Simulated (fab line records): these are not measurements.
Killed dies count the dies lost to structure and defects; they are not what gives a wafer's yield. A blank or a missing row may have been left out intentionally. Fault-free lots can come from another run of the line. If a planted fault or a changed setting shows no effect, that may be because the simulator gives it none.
fab line records | flow n5_finfet
record lots=7 | wafers=21
route steps=1938 shown BEOL_M4@1028 BEOL_M5@1123 BEOL_M6@1197
start_h: hours from the record's opening day to when the first of the lot's shown wafers began | wait_h: time in hours since the lot's previous step | " repeats the value in the row above | L1.1+2: a single row standing in for several wafers | - no value, or no start given | * or withheld: withheld | < > ~ a bound
route shown NAME@n: a module of which the file shows steps, and the number in the route of the first | usual: mean and standard deviation over wafers with no fault | same: alike in all rows | chamber/n: place in a boat | sites: per-site readings | _std_site: their standard deviation | _edge_site: outer sites' mean less inner sites' | radius_mm: for every site, how far away it sits from the centre of the wafer | mask NAME#n: copy n | behind: the tool/chamber that last shaped the wafer | hold: the reason the lot was held/the length of the hold in hours/how it ended | device: transistor that didn't switch, given as n, p or np | end of line: at the end of the route, the tests of the same wafers | a step without rows: its recipe alone | killed: the dies lost at the first sort to structure and to defects; this is not the yield of the wafer | map: dies across one wafer; x = killed, . = not, _ = none there
set.NAME: the setting as run; set.NAME@STEP: as run at that earlier step | model.NAME: the simulator's own value behind a step, which no gauge read
lots where settings were altered on purpose, with a table for each step and a row for each wafer
## steps
# step N5_BEOL_M4_COAT_05
# recipe resist=CAR-EUV | spin_rpm=1500 | resist_thk_nm=30
lot.wafer  | tool           | chamber | start_h | wait_h | set.spin_rpm | model.CAR-EUV_of_BEOL_M4_COAT_05.thk_nm
L074.1+3   | litho_track-01 | 0       | -       | -      | 1642         | 28.6
L074.5     | "              | 0       | "       | "      | 1500         | 29.8
L076.1     | litho_track-04 | 0       | -       | -      | 1500         | 30
L076.4+5   | "              | 0       | "       | "      | 1411         | 31
L077.1     | litho_track-02 | 0       | -       | -      | 1369         | 31.4
L077.4     | "              | 0       | "       | "      | 1500         | 30
L077.5     | "              | 0       | "       | "      | 1500         | 29.8
L080.1+2+6 | litho_track-01 | 0       | -       | -      | 1500         | 30
L082.1     | litho_track-01 | 0       | -       | -      | 1583         | 29.2
L082.4+6   | "              | 0       | "       | "      | 1500         | 30
L083.4     | litho_track-01 | 0       | -       | -      | 1576         | 29.4
L083.5     | "              | 0       | "       | "      | 1576         | 29.2
L083.6     | "              | 0       | "       | "      | 1500         | 30
L086.3+5   | litho_track-04 | 0       | -       | -      | 1500         | 30
L086.4     | "              | 0       | "       | "      | 1404         | 31
# step N5_BEOL_M4_EBR_07
# recipe solvent=PGMEA | ebr_width_mm=1.5
# step N5_BEOL_M4_SOFTBAKE_06
# recipe temp_c=110 | time_s=60 | resist=CAR-EUV
# step N5_BEOL_M4_DESCUM_16
# recipe chemistry=O2 | time_s=7 | source_power_w=50 | bias_power_w=20 | pressure_mtorr=20 | rf_frequency_hz=2.712e+07 | temp_c=40 | resist=CAR-EUV | o2_flow_sccm=225
# step N5_BEOL_M4_ETCH_74
# recipe chemistry=N2/H2 | target=underlayer | target_depth_a=65 | mask_material=CAR-EUV | time_s=5.2 | ion_energy_ev=200 | pressure_mtorr=30 | source_w=840 | bias_w=150 | n2_flow_sccm=200 | h2_flow_sccm=200 | ends=cleared
lot.wafer | tool        | chamber | start_h | wait_h | set.spin_rpm@BEOL_M4_COAT_73 | model.etch.depth_nm
L074.1    | rie_diel-03 | 3       | 187.94  | 0.0    | 1500                         | 5.009
L074.3    | "           | 0       | "       | "      | 1639                         | 4.806
L074.5    | "           | 0       | "       | "      | 1500                         | 5.014
L076.1    | rie_diel-03 | 3       | 193.49  | 0.0    | 1628                         | 4.831
L076.4    | "           | 0       | "       | "      | 1628                         | 4.819
L076.5    | "           | 3       | "       | "      | 1628                         | 4.816
L077.1    | rie_diel-03 | 1       | 205.56  | 0.0    | 1440                         | 5.105
L077.4    | "           | 3       | "       | "      | 1500                         | 5.025
L077.5    | "           | 0       | "       | "      | 1440                         | 5.126
L080.1    | rie_diel-03 | 0       | 221.86  | 0.0    | 1500                         | 4.979
L080.2    | "           | 1       | "       | "      | 1500                         | 5.008
L080.6    | "           | 0       | "       | "      | 1500                         | 5
L082.1    | rie_diel-03 | 2       | 242.21  | 0.0    | 1454                         | 5.098
L082.4    | "           | 2       | "       | "      | 1500                         | 5
L082.6    | "           | 3       | "       | "      | 1500                         | 5.018
L083.4    | rie_diel-01 | 3       | 244.48  | 0.0    | 1661                         | 4.767
L083.5    | "           | 0       | "       | "      | 1500                         | 5.018
L083.6    | "           | 2       | "       | "      | 1661                         | 4.765
L086.3    | rie_diel-01 | 0       | 266.33  | 0.0    | 1500                         | 5.008
L086.4    | "           | 1       | "       | "      | 1500                         | 5.019
L086.5    | "           | 0       | "       | "      | 1566                         | 4.901
# step N5_BEOL_M4_ETCH_63
# recipe chemistry=CF4 | target=SiARC | target_depth_a=156 | mask_material=CAR-EUV | time_s=26 | ion_energy_ev=80 | pressure_mtorr=40 | source_w=545 | bias_w=36 | Ar_flow_sccm=100 | cf4_flow_sccm=100 | ends=cleared
lot.wafer | tool        | chamber | start_h | wait_h | set.spin_rpm@BEOL_M4_COAT_05 | model.CAR-EUV_of_BEOL_M4_COAT_05.thk_nm
L074.1    | rie_diel-03 | 3       | 187.96  | 0.0    | 1642                         | 9.6
L074.3    | "           | 0       | "       | "      | 1642                         | 10
L074.5    | "           | 0       | "       | "      | 1500                         | 11
L076.1    | rie_diel-03 | 3       | 193.51  | 0.0    | 1500                         | 11.2
L076.4+5  | "           | 0,3     | "       | "      | 1411                         | 12.4
L077.1    | rie_diel-03 | 1       | 205.57  | 0.0    | 1369                         | 12.4
L077.4+5  | "           | 3,0     | "       | "      | 1500                         | 11
L080.1+2  | rie_diel-03 | 0,1     | 221.88  | 0.0    | 1500                         | 11.2
L080.6    | "           | 0       | "       | "      | 1500                         | 11
L082.1    | rie_diel-03 | 2       | 242.23  | 0.0    | 1583                         | 10.2
L082.4    | "           | 2       | "       | "      | 1500                         | 11.2
L082.6    | "           | 3       | "       | "      | 1500                         | 11
L083.4    | rie_diel-01 | 3       | 244.50  | 0.0    | 1576                         | 10.8
L083.5    | "           | 0       | "       | "      | 1576                         | 10.4
L083.6    | "           | 2       | "       | "      | 1500                         | 11.6
L086.3+5  | rie_diel-01 | 0       | 266.34  | 0.0    | 1500                         | 11.2
L086.4    | "           | 1       | "       | "      | 1404                         | 12.2
# step N5_BEOL_M4_TRENCH_ETCH_37
# recipe chemistry=C4F6/O2 | target_depth_a=555.55 | target=SiOC | time_s=29.2 | ion_energy_ev=250 | pressure_mtorr=30 | source_w=355 | bias_w=185 | Ar_flow_sccm=300 | C4F6_flow_sccm=10 | O2_flow_sccm=10
# usual rf_vpp_V=669/11
lot.wafer | tool        | chamber | start_h | wait_h | set.source_w | rf_vpp_V
L074.1    | rie_diel-01 | 0       | -       | -      | 320.4        | 687
L074.3    | "           | 3       | "       | "      | 320.4        | 701
L074.5    | "           | 3       | "       | "      | 355          | 665
L076.1    | rie_diel-03 | 0       | -       | -      | 355          | 666
L076.4    | "           | 0       | "       | "      | 355          | 666
L076.5    | "           | 1       | "       | "      | 355          | 670
L077.1    | rie_diel-03 | 2       | -       | -      | 355          | 672
L077.4    | "           | 3       | "       | "      | 413.3        | 615
L077.5    | "           | 0       | "       | "      | 355          | 665
L080.1    | rie_diel-04 | 1       | -       | -      | 355          | 682
L080.2    | "           | 2       | "       | "      | 355          | 687
L080.6    | "           | 1       | "       | "      | 355          | 682
L082.1    | rie_diel-03 | 2       | -       | -      | 355          | 671
L082.4    | "           | 1       | "       | "      | 355          | 668
L082.6    | "           | 3       | "       | "      | 379          | 643
L083.4    | rie_diel-04 | 2       | -       | -      | 371          | 670
L083.5    | "           | 1       | "       | "      | 371          | 666
L083.6    | "           | 0       | "       | "      | 371          | 647
L086.3    | rie_diel-01 | 1       | -       | -      | 355          | 671
L086.4    | "           | 2       | "       | "      | 355          | 663
L086.5    | "           | 1       | "       | "      | 355          | 671
# step N5_BEOL_M5_EXPOSE_08
# recipe mask_id=M5 | na=0.33 | source_shape=annular | sigma_inner=0.4 | sigma_outer=0.8 | polarization=unpolarized | target_cd_nm=28 | dose_mj=35.75
lot.wafer  | tool           | chamber | start_h | wait_h | mask | set.dose_mj
L074.1+5   | euv_scanner-01 | 0       | 212.11  | -      | M5#0 | 35.75
L074.3     | "              | 0       | "       | "      | M5#0 | 36.59
L076.1+4+5 | euv_scanner-02 | 0       | 227.36  | -      | M5#0 | 35.75
L077.1+4+5 | euv_scanner-02 | 0       | 241.82  | -      | M5#0 | 35.75
L080.1+2+6 | euv_scanner-01 | 0       | 264.43  | -      | M5#0 | 35.75
L082.1+6   | euv_scanner-02 | 0       | 276.64  | -      | M5#0 | 35.75
L082.4     | "              | 0       | "       | "      | M5#0 | 38.29
L083.4     | euv_scanner-02 | 0       | 281.00  | -      | M5#0 | 35.75
L083.5+6   | "              | 0       | "       | "      | M5#0 | 37.07
L086.3+4+5 | euv_scanner-02 | 0       | 310.40  | -      | M5#0 | 35.75
# step N5_BEOL_M5_PEB_09
# recipe peb_temp_c=100 | peb_time_s=60 | resist=CAR-EUV
# step N5_BEOL_M5_DEVELOP_10
# recipe develop_time_s=30 | developer=TMAH | resist=CAR-EUV | rinse_liquid=surfactant_rinse | dry=air_spin | dev_temp_c=23
# step N5_BEOL_M5_CD_MEAS_11
# recipe target_cd_nm=27.74 | landing_energy_ev=500 | detector=se_inlens
# usual cd_nm=28.1/0.31
lot.wafer | tool      | chamber | start_h | wait_h | set.dose_mj@BEOL_M5_EXPOSE_08 | cd_nm
L074.1    | cd_sem-01 | 0       | 212.24  | -      | 35.75                         | 27.5
L074.3    | "         | 0       | "       | "      | 36.59                         | 28.5
L074.5    | "         | 0       | "       | "      | 35.75                         | 27.6
L076.1    | cd_sem-02 | 0       | 227.49  | -      | 35.75                         | 27.8
L076.4    | "         | 0       | "       | "      | 35.75                         | 27.9
L076.5    | "         | 0       | "       | "      | 35.75                         | 27.9
L077.1    | cd_sem-02 | 0       | 241.95  | -      | 35.75                         | 27.9
L077.4    | "         | 0       | "       | "      | 35.75                         | 27.7
L077.5    | "         | 0       | "       | "      | 35.75                         | 27.8
L080.1    | cd_sem-02 | 0       | 264.56  | -      | 35.75                         | 28.2
L080.2    | "         | 0       | "       | "      | 35.75                         | 28.4
L080.6    | "         | 0       | "       | "      | 35.75                         | 28.2
L082.1    | cd_sem-03 | 0       | 276.76  | -      | 35.75                         | 27.8
L082.4    | "         | 0       | "       | "      | 38.29                         | 29.4
L082.6    | "         | 0       | "       | "      | 35.75                         | 27.8
L083.4    | cd_sem-02 | 0       | 281.11  | -      | 35.75                         | 27.8
L083.5    | "         | 0       | "       | "      | 37.07                         | 28.8
L083.6    | "         | 0       | "       | "      | 37.07                         | 28.9
L086.3    | cd_sem-02 | 0       | 310.52  | -      | 35.75                         | 27.8
L086.4    | "         | 0       | "       | "      | 35.75                         | 27.6
L086.5    | "         | 0       | "       | "      | 35.75                         | 28.0
# step N5_BEOL_M5_DESCUM_16
# recipe chemistry=O2 | time_s=7 | source_power_w=50 | bias_power_w=20 | pressure_mtorr=20 | rf_frequency_hz=2.712e+07 | temp_c=40 | resist=CAR-EUV | o2_flow_sccm=225
lot.wafer  | tool        | chamber | start_h | wait_h | set.dose_mj@BEOL_M5_EXPOSE_08 | model.BEOL_M5.cd_nm
L074.1+5   | rie_diel-05 | 3,2     | 212.37  | 0.0    | 35.75                         | 28
L074.3     | "           | 1       | "       | "      | 36.59                         | 28.4
L076.1+5   | rie_diel-05 | 1       | 227.66  | 0.1    | 35.75                         | 27.8
L076.4     | "           | 2       | "       | "      | 35.75                         | 28.2
L077.1+5   | rie_diel-02 | 3,1     | 242.07  | 0.0    | 35.75                         | 27.8
L077.4     | "           | 0       | "       | "      | 35.75                         | 27.6
L080.1+2+6 | rie_diel-06 | 1,0,3   | 264.77  | 0.1    | 35.75                         | 28.2
L082.1+6   | rie_diel-05 | 2       | 276.98  | 0.1    | 35.75                         | 28
L082.4     | "           | 0       | "       | "      | 38.29                         | 29.4
L083.4     | rie_diel-02 | 2       | 281.29  | 0.1    | 35.75                         | 28
L083.5     | "           | 2       | "       | "      | 37.07                         | 28.8
L083.6     | "           | 1       | "       | "      | 37.07                         | 29
L086.3+5   | rie_diel-02 | 1,2     | 310.65  | 0.0    | 35.75                         | 28
L086.4     | "           | 3       | "       | "      | 35.75                         | 27.8
# step N5_BEOL_M5_ETCH_72
# recipe chemistry=N2/H2 | target=underlayer | target_depth_a=65 | mask_material=CAR-EUV | time_s=5.2 | ion_energy_ev=200 | pressure_mtorr=30 | source_w=840 | bias_w=150 | n2_flow_sccm=200 | h2_flow_sccm=200 | ends=cleared
# usual rf_vpp_V=524/3
lot.wafer | tool        | chamber | start_h | wait_h | set.bias_w | set.dose_mj@BEOL_M5_EXPOSE_08 | rf_vpp_V | model.BEOL_M5.cd_nm
L074.1    | rie_diel-05 | 3       | 212.40  | 0.0    | 142.1      | 35.75                         | 505      | 28
L074.3    | "           | 1       | "       | "      | 150        | 36.59                         | 524      | 28.4
L074.5    | "           | 2       | "       | "      | 150        | 35.75                         | 527      | 28
L076.1    | rie_diel-05 | 1       | 227.70  | 0.0    | 127.5      | 35.75                         | 474      | 27.8
L076.4    | "           | 2       | "       | "      | 127.5      | 35.75                         | 478      | 28.2
L076.5    | "           | 1       | "       | "      | 150        | 35.75                         | 528      | 28
L077.1    | rie_diel-02 | 3       | 242.10  | 0.0    | 173.1      | 35.75                         | 574      | 27.8
L077.4    | "           | 0       | "       | "      | 150        | 35.75                         | 524      | 27.6
L077.5    | "           | 1       | "       | "      | 150        | 35.75                         | 529      | 27.8
L080.1    | rie_diel-06 | 1       | 264.80  | 0.0    | 150        | 35.75                         | 525      | 28.2
L080.2    | "           | 0       | "       | "      | 150        | 35.75                         | 518      | 28.2
L080.6    | "           | 3       | "       | "      | 150        | 35.75                         | 520      | 28.2
L082.1    | rie_diel-05 | 2       | 277.01  | 0.0    | 150        | 35.75                         | 525      | 28
L082.4    | "           | 0       | "       | "      | 150        | 38.29                         | 521      | 29.4
L082.6    | "           | 2       | "       | "      | 150        | 35.75                         | 526      | 28
L083.4    | rie_diel-02 | 2       | 281.33  | 0.0    | 165.5      | 35.75                         | 553      | 28
L083.5    | "           | 2       | "       | "      | 150        | 37.07                         | 519      | 28.8
L083.6    | "           | 1       | "       | "      | 150        | 37.07                         | 529      | 29.2
L086.3    | rie_diel-02 | 1       | 310.68  | 0.0    | 174.3      | 35.75                         | 580      | 28
L086.4    | "           | 3       | "       | "      | 150        | 35.75                         | 523      | 27.8
L086.5    | "           | 2       | "       | "      | 150        | 35.75                         | 521      | 28
# step N5_BEOL_M5_ETCH_61
# recipe chemistry=CF4 | target=SiARC | target_depth_a=156 | mask_material=CAR-EUV | time_s=26 | ion_energy_ev=80 | pressure_mtorr=40 | source_w=545 | bias_w=36 | Ar_flow_sccm=100 | cf4_flow_sccm=100 | ends=cleared
lot.wafer  | tool        | chamber | start_h | wait_h | set.dose_mj@BEOL_M5_EXPOSE_08 | model.BEOL_M5.cd_nm
L074.1+5   | rie_diel-05 | 3,2     | 212.42  | 0.0    | 35.75                         | 28
L074.3     | "           | 1       | "       | "      | 36.59                         | 28.6
L076.1+5   | rie_diel-05 | 1       | 227.71  | 0.0    | 35.75                         | 28
L076.4     | "           | 2       | "       | "      | 35.75                         | 28.2
L077.1+4+5 | rie_diel-02 | 3,0,1   | 242.12  | 0.0    | 35.75                         | 27.8
L080.1+6   | rie_diel-06 | 1,3     | 264.82  | 0.0    | 35.75                         | 28
L080.2     | "           | 0       | "       | "      | 35.75                         | 28.2
L082.1+6   | rie_diel-05 | 2       | 277.03  | 0.0    | 35.75                         | 27.8
L082.4     | "           | 0       | "       | "      | 38.29                         | 29.2
L083.4     | rie_diel-02 | 2       | 281.34  | 0.0    | 35.75                         | 27.8
L083.5     | "           | 2       | "       | "      | 37.07                         | 28.8
L083.6     | "           | 1       | "       | "      | 37.07                         | 29
L086.3     | rie_diel-02 | 1       | 310.70  | 0.0    | 35.75                         | 28.2
L086.4     | "           | 3       | "       | "      | 35.75                         | 27.6
L086.5     | "           | 2       | "       | "      | 35.75                         | 27.8
# step N5_BEOL_M5_ETCH_62
# recipe chemistry=N2/H2 | target=SOC | target_depth_a=750 | overetch_a=150 | mask_material=SiARC | temp_c=40 | time_s=112.5 | ion_energy_ev=200 | pressure_mtorr=30 | source_w=840 | bias_w=150 | n2_flow_sccm=200 | h2_flow_sccm=200
lot.wafer | tool        | chamber | start_h | wait_h | set.dose_mj@BEOL_M5_EXPOSE_08 | model.BEOL_M5.cd_nm
L074.1    | rie_diel-05 | 3       | 212.45  | 0.0    | 35.75                         | 28.2
L074.3    | "           | 1       | "       | "      | 36.59                         | 28.2
L074.5    | "           | 2       | "       | "      | 35.75                         | 28
L076.1    | rie_diel-05 | 1       | 227.74  | 0.0    | 35.75                         | 28
L076.4    | "           | 2       | "       | "      | 35.75                         | 28.2
L076.5    | "           | 1       | "       | "      | 35.75                         | 27.8
L077.1    | rie_diel-02 | 3       | 242.15  | 0.0    | 35.75                         | 28.2
L077.4+5  | "           | 0,1     | "       | "      | 35.75                         | 27.8
L080.1    | rie_diel-06 | 1       | 264.85  | 0.0    | 35.75                         | 28
L080.2    | "           | 0       | "       | "      | 35.75                         | 27.8
L080.6    | "           | 3       | "       | "      | 35.75                         | 28.2
L082.1+6  | rie_diel-05 | 2       | 277.06  | 0.0    | 35.75                         | 27.8
L082.4    | "           | 0       | "       | "      | 38.29                         | 29.2
L083.4    | rie_diel-02 | 2       | 281.37  | 0.0    | 35.75                         | 27.8
L083.5    | "           | 2       | "       | "      | 37.07                         | 28.6
L083.6    | "           | 1       | "       | "      | 37.07                         | 28.8
L086.3    | rie_diel-02 | 1       | 310.73  | 0.0    | 35.75                         | 28.2
L086.4    | "           | 3       | "       | "      | 35.75                         | 28
L086.5    | "           | 2       | "       | "      | 35.75                         | 27.8
# step N5_BEOL_M5_STRIP_63
# recipe chemistry=N2/H2 | temp_c=40 | n2_flow_sccm=200 | h2_flow_sccm=200 | rf_frequency_hz=6e+07
# step N5_BEOL_M5_STRIP_73
# recipe chemistry=N2/H2 | temp_c=40 | n2_flow_sccm=200 | h2_flow_sccm=200 | rf_frequency_hz=6e+07
# step N5_BEOL_M5_ETCH_75
# recipe chemistry=N2/H2 | target=underlayer | target_depth_a=65 | mask_material=CAR-EUV | time_s=5.2 | ion_energy_ev=200 | pressure_mtorr=30 | source_w=840 | bias_w=150 | n2_flow_sccm=200 | h2_flow_sccm=200 | ends=cleared
# step N5_BEOL_M5_ETCH_67
# recipe chemistry=CF4 | target=SiARC | target_depth_a=156 | mask_material=CAR-EUV | time_s=26 | ion_energy_ev=80 | pressure_mtorr=40 | source_w=545 | bias_w=36 | Ar_flow_sccm=100 | cf4_flow_sccm=100 | ends=cleared
# step N5_BEOL_M5_ETCH_68
# recipe chemistry=N2/H2 | target=SOC | target_depth_a=800 | overetch_a=160 | mask_material=SiARC | temp_c=40 | time_s=120 | ion_energy_ev=200 | pressure_mtorr=30 | source_w=840 | bias_w=150 | n2_flow_sccm=200 | h2_flow_sccm=200
lot.wafer | tool        | chamber | start_h | wait_h | set.dose_mj@BEOL_M5_EXPOSE_08 | model.BEOL_M5.cd_nm
L074.1    | rie_diel-05 | 0       | 214.09  | 0.0    | 35.75                         | 28.4
L074.3    | "           | 3       | "       | "      | 36.59                         | 28.6
L074.5    | "           | 1       | "       | "      | 35.75                         | 27.6
L076.1    | rie_diel-05 | 1       | 230.51  | 0.0    | 35.75                         | 27.2
L076.4    | "           | 2       | "       | "      | 35.75                         | 28
L076.5    | "           | 2       | "       | "      | 35.75                         | 27.6
L077.1+4  | rie_diel-05 | 1,3     | 243.56  | 0.0    | 35.75                         | 27.8
L077.5    | "           | 0       | "       | "      | 35.75                         | 27.4
L080.1+2  | rie_diel-05 | 3,2     | 265.89  | 0.0    | 35.75                         | 28.2
L080.6    | "           | 3       | "       | "      | 35.75                         | 28.4
L082.1    | rie_diel-06 | 1       | 280.39  | 0.0    | 35.75                         | 28.2
L082.4    | "           | 0       | "       | "      | 38.29                         | 29.6
L082.6    | "           | 2       | "       | "      | 35.75                         | 27.6
L083.4    | rie_diel-06 | 3       | 282.76  | 0.0    | 35.75                         | 27.8
L083.5    | "           | 0       | "       | "      | 37.07                         | 29
L083.6    | "           | 1       | "       | "      | 37.07                         | 29.4
L086.3+4  | rie_diel-05 | 1,0     | 312.22  | 0.0    | 35.75                         | 27.8
L086.5    | "           | 1       | "       | "      | 35.75                         | 27.6
# step N5_BEOL_M6_PECVD_70
# recipe material=SiO2 | target_thk_a=200 | temp_c=400 | precursor=TEOS/O2 | pressure_torr=5.5 | rf_w=450 | teos_flow_sccm=53.8 | gas=O2 | flow_sccm=3000 | time_s=22.7
lot.wafer | tool     | chamber | start_h | wait_h | set.time_s | model.SiO2_of_BEOL_M6_PECVD_70.thk_nm
L074.1    | pecvd-01 | 1       | 222.09  | 0.0    | 25.53      | 22.2
L074.3    | "        | 1       | "       | "      | 25.53      | 22.6
L074.5    | "        | 0       | "       | "      | 22.7       | 20
L076.1    | pecvd-03 | 2       | 238.69  | 0.0    | 22.7       | 19.2
L076.4    | "        | 2       | "       | "      | 20.96      | 18
L076.5    | "        | 2       | "       | "      | 22.7       | 19.6
L077.1+4  | pecvd-03 | 0       | 251.63  | 0.0    | 22.7       | 19.8
L077.5    | "        | 1       | "       | "      | 21.44      | 18.8
L080.1    | pecvd-03 | 0       | 275.49  | 0.0    | 22.7       | 20
L080.2    | "        | 2       | "       | "      | 22.7       | 19.6
L080.6    | "        | 0       | "       | "      | 22.7       | 20.2
L082.1+6  | pecvd-02 | 1,0     | 289.16  | 0.0    | 22.7       | 19.4
L082.4    | "        | 2       | "       | "      | 22.7       | 19.6
L083.4    | pecvd-02 | 0       | 292.20  | 0.1    | 25.05      | 21.4
L083.5    | "        | 2       | "       | "      | 22.7       | 19.8
L083.6    | "        | 1       | "       | "      | 22.7       | 20
L086.3    | pecvd-01 | 1       | 321.31  | 0.0    | 24.31      | 20.8
L086.4    | "        | 0       | "       | "      | 22.7       | 20
L086.5    | "        | 2       | "       | "      | 22.7       | 19.6
## key
split step=N5_BEOL_M4_COAT_05 | setting=spin_rpm | stated=1500 | by=wafer
response step=N5_BEOL_M4_COAT_05 | reading=model.CAR-EUV_of_BEOL_M4_COAT_05.thk_nm | change=-0.15 | per=1% | r=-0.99
response step=N5_BEOL_M4_ETCH_63 | reading=model.CAR-EUV_of_BEOL_M4_COAT_05.thk_nm | change=-0.158 | per=1% | r=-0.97
split step=N5_BEOL_M4_TRENCH_ETCH_37 | setting=source_w | stated=355 | by=wafer
response step=N5_BEOL_M4_TRENCH_ETCH_37 | reading=rf_vpp_V | change=-3.26 | per=1% | r=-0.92
split step=N5_BEOL_M5_EXPOSE_08 | setting=dose_mj | stated=35.75 | by=wafer
response step=N5_BEOL_M5_CD_MEAS_11 | reading=cd_nm | change=+0.25 | per=1% | r=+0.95
response step=N5_BEOL_M5_DESCUM_16 | reading=model.BEOL_M5.cd_nm | change=+0.204 | per=1% | r=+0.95
response step=N5_BEOL_M5_ETCH_72 | reading=model.BEOL_M5.cd_nm | change=+0.209 | per=1% | r=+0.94
response step=N5_BEOL_M5_ETCH_61 | reading=model.BEOL_M5.cd_nm | change=+0.221 | per=1% | r=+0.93
response step=N5_BEOL_M5_ETCH_62 | reading=model.BEOL_M5.cd_nm | change=+0.194 | per=1% | r=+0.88
response step=N5_BEOL_M5_ETCH_68 | reading=model.BEOL_M5.cd_nm | change=+0.268 | per=1% | r=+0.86
split step=N5_BEOL_M5_ETCH_72 | setting=bias_w | stated=150 | by=wafer
response step=N5_BEOL_M5_ETCH_72 | reading=rf_vpp_V | change=+3.3 | per=1% | r=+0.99
split step=N5_BEOL_M6_PECVD_70 | setting=time_s | stated=22.7 | by=wafer
response step=N5_BEOL_M6_PECVD_70 | reading=model.SiO2_of_BEOL_M6_PECVD_70.thk_nm | change=+0.171 | per=1% | r=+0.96
split outside_this_file step=N5_BEOL_M4_COAT_73 setting=spin_rpm
# split outside_this_file: this setting was split too, and the file shows its column; the key of that split is in another file
